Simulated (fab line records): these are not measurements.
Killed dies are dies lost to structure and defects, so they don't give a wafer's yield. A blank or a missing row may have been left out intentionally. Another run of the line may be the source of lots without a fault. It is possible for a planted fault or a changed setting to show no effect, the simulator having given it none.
Comparing a struck lot with a sound one || flow nandHarc || 15 steps out of a route of 1159
Sound: the wafers L567.1, L567.2, L567.4. The struck wafers were L563.1, L563.2, L563.4. Last of all comes the cause.
For every step that has rows: the tool of each side, followed by ch and its chambers, followed by its first start. Under that, the readings that differ: sound wafers || struck wafers || difference of the means || sigmas: that difference in standard deviations of wafers without a fault.
alike: readings whose means differ by less than 2 such deviations, and words and numbers that are the same on both sides. not compared: withheld readings, readings that some wafer has no value for, bounds like >300 that may hide the same value, and numbers for which the record gives no deviation and whose values overlap.
The two part at a step that has a row with sigmas, a row that says differs or no value, or rows on one side only. Non-overlapping numbers with no deviation appear without sigmas and do not part them. Lack of a reading on every wafer of one side parts them only where that side has two or more wafers.

first, 3 steps without rows for these wafers: NHARC_A_CHANNEL_HOLE_D1_STRIP_41 (strips in N2/H2); NHARC_A_CHANNEL_HOLE_D1_STRIP_42 (strips in CF4/CHF3); NHARC_A_CHANNEL_HOLE_D1_STRIP_43 (strips in O2/COS).
NHARC_A_CHANNEL_HOLE_D1_ETCH_44: etches the open film in CF4/O2, target depth 140 nm, overetch 14 nm, time 77 s.
  sound on rieDiel-05 ch 1,2,3, day 13 14:47; struck on rieDiel-07 ch 0,1,2, day 12 16:32
{"reading": "rfHoursCounterH (h)", "sound": "9 8 9", "struck": "2 2 3", "difference": -6, "sigmas": ""}
  alike: drypumpMotorCurrentA, oesProductAu, rfVppV, showerheadPlenumPTorr, throttleValvePct
NHARC_A_CHANNEL_HOLE_D1_STRIP_27: strips in O2.
  sound on rieDiel-05 ch 0,1,3; struck on rieDiel-07 ch 0,2,3
{"reading": "drypumpMotorCurrentA (A)", "sound": "5.6 5.2 5.4", "struck": "6.1 6.8 6.3", "difference": "+1.0", "sigmas": "+2"}
{"reading": "rfHoursCounterH (h)", "sound": "8 8 9", "struck": "3 3 2", "difference": -6, "sigmas": ""}
  alike: oesProductAu, rfVppV, showerheadPlenumPTorr, throttleValvePct
then, 2 steps without rows for these wafers: NHARC_A_CHANNEL_HOLE_D1_PRECLEAN_28 (cleans in SC1); NHARC_A_CHANNEL_HOLE_D1_SRD_29.
NHARC_A_CHANNEL_HOLE_D1_CD_MEAS_30:
  sound on cdSem-01 at day 13 15:34; struck on cdSem-02 at day 12 17:19
  alike: cdNm
NHARC_A_CHANNEL_HOLE_D1_XSEM_31:
  sound on xsem-01 ch 0, day 13 15:40; struck on xsem-02 ch 0, day 12 17:25
  alike: botCdNm, bowNm, tiltDeg
NHARC_A_CHANNEL_HOLE_D1_INSPECT_40:
  sound on defectInspect-01 at day 13 15:46; struck on defectInspect-02 at day 12 17:31
  alike: rawDefectCount
then, 2 steps without rows for these wafers: NHARC_A_CHANNEL_FILL_D1_PRECLEAN_00 (cleans in SC1); NHARC_A_CHANNEL_FILL_D1_SRD_01.
NHARC_A_CHANNEL_FILL_D1_ALD_02: deposits SiO2, target thk 6 nm, pulse time 10 s, ald cycles 60.
  sound on aldHk-04 ch 0,1,3, day 13 17:13; struck on aldHk-01 ch 0,1,2, day 12 17:43
{"reading": "aldCycles", "sound": "60 60 60", "struck": "67 67 67", "difference": "+7", "sigmas": ""}
  alike: heaterPowerW, precursorPulseHeightRel
NHARC_A_CHANNEL_FILL_D1_ALD_03: deposits SiNx, target thk 6 nm, pulse time 60 s, ald cycles 58.
  sound on aldSinBatch-03 ch 0; struck on aldSinBatch-01 ch 0
  alike: aldCycles, precursorPulseHeightRel
-- the record jumps here: 11 days lie between the struck wafers' starts before and after (it left off in module A_CHANNEL_FILL_D1 and takes up again in module END, whose first step shown is number 1159 of the route) --
NHARC_END_SORT_01:
  sound on prober-02 ch 0, day 24 20:15; struck on prober-02 ch 0, day 23 16:08
  alike: killedAtArray, killedAtOther, killedAtPeriphery, killedDies, killedOpen, killedShort

WHERE THEY PART
Only at NHARC_A_CHANNEL_HOLE_D1_STRIP_27, within this record. Later steps at which nothing parts them and some readings are alike: NHARC_A_CHANNEL_HOLE_D1_CD_MEAS_30, NHARC_A_CHANNEL_HOLE_D1_XSEM_31, NHARC_A_CHANNEL_HOLE_D1_INSPECT_40, NHARC_A_CHANNEL_FILL_D1_ALD_02, NHARC_A_CHANNEL_FILL_D1_ALD_03, NHARC_END_SORT_01.

WHY: the cause the simulator had injected
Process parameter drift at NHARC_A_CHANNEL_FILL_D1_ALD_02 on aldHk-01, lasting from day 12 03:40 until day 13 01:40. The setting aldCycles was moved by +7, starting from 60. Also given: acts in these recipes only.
